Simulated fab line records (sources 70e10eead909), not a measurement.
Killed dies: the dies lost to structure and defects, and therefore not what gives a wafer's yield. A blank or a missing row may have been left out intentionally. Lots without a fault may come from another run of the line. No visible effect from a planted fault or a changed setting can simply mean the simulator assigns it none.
A single fault, viewed from 2 desks || flow nand harc || what lay behind the numbers comes last; until then each desk has only its own

== METROLOGY DESK ==
What the gauges read, lot by lot, whatever tool the lot ran on: means of the sampled wafers that have a number. Marked OUT: a lot whose mean sits more than 4 standard deviations from the usual mean, which makes it out of limits; the brackets give that distance.
Columns: A = thk nm at NHARC_A_DECK1_JOINT_THK_MEAS_17, usual 44.8 nm; B = thk nm at NHARC_A_ONON_D2_THK_MEAS_27, usual 998 nm
{"lot": "L577", "first seen here": "day 13 03:23", "A": 44.7, "B": 1018}
{"lot": "L580", "first seen here": "day 14 05:58", "A": 43.9, "B": 975}
{"lot": "L581", "first seen here": "day 14 21:36", "A": 44.6, "B": 1015}
{"lot": "L582", "first seen here": "day 15 17:23", "A": 45.2, "B": 996}
{"lot": "L583", "first seen here": "day 15 17:32", "A": 45.7, "B": 986}
{"lot": "L584", "first seen here": "day 16 23:29", "A": 44.7, "B": 995}
{"lot": "L585", "first seen here": "day 17 04:59", "A": 45.1, "B": 995}
{"lot": "L587", "first seen here": "day 17 05:05", "A": 46.1, "B": 980}
{"lot": "L589", "first seen here": "day 18 10:32", "A": 46.1, "B": 976}
{"lot": "L590", "first seen here": "day 18 23:26", "A": 45.0, "B": "1166 (+13) OUT"}
{"lot": "L591", "first seen here": "day 19 06:35", "A": 45.1, "B": "1183 (+14) OUT"}
{"lot": "L597", "first seen here": "day 21 13:04", "A": 44.7, "B": 1018}
Finding of this desk: L590, L591 out of limits; the first was L590 at day 19 11:21, on thk nm at NHARC_A_ONON_D2_THK_MEAS_27. L577, L580, L581, L582, L583, L584, L585, L587, L589, L597: within limits.

== FOR THE TOOL OWNER'S DESK: pecvd onon-02 ==
The tool's own readings at NHARC_A_ONON_D2_DEP_25 (target thk 1000 nm): means of the sampled wafers that have a number, for each lot that ran on this tool. Marked OUT: a lot whose mean sits more than 4 standard deviations from the usual mean, which makes it out of limits; the brackets give that distance.
Columns: A = susceptor temp C at NHARC_A_ONON_D2_DEP_25, usual 399.99 C
{"lot": "L580", "first seen here": "day 14 20:10", "A": 399.81}
{"lot": "L581", "first seen here": "day 15 10:15", "A": 399.96}
{"lot": "L583", "first seen here": "day 16 05:18", "A": 399.86}
{"lot": "L584", "first seen here": "day 17 12:46", "A": 400.06}
{"lot": "L585", "first seen here": "day 17 16:27", "A": 399.86}
{"lot": "L589", "first seen here": "day 18 22:22", "A": 399.63}
{"lot": "L590", "first seen here": "day 19 10:51", "A": 400.14}
{"lot": "L591", "first seen here": "day 19 18:35", "A": 400.03}
Result from this desk: across the 8 lots, nothing is out of limits.

== TAKEN TOGETHER ==
Metrology desk: alarm possible at day 19 11:21 on L590, L591.
The desk of the tool owner found nothing out of limits.
On record at the tool owner's desk: L590, L591, within its limits.
All the named lots went through NHARC_A_ONON_D2_DEP_25 on pecvd onon-02.

== WHAT WAS PUT IN BY THE SIMULATOR ==
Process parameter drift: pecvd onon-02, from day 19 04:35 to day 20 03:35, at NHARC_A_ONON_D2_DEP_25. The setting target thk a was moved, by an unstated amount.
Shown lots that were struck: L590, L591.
Time in hours between the start of the fault and the first out-of-limits reading at each desk: metrology desk, 7.
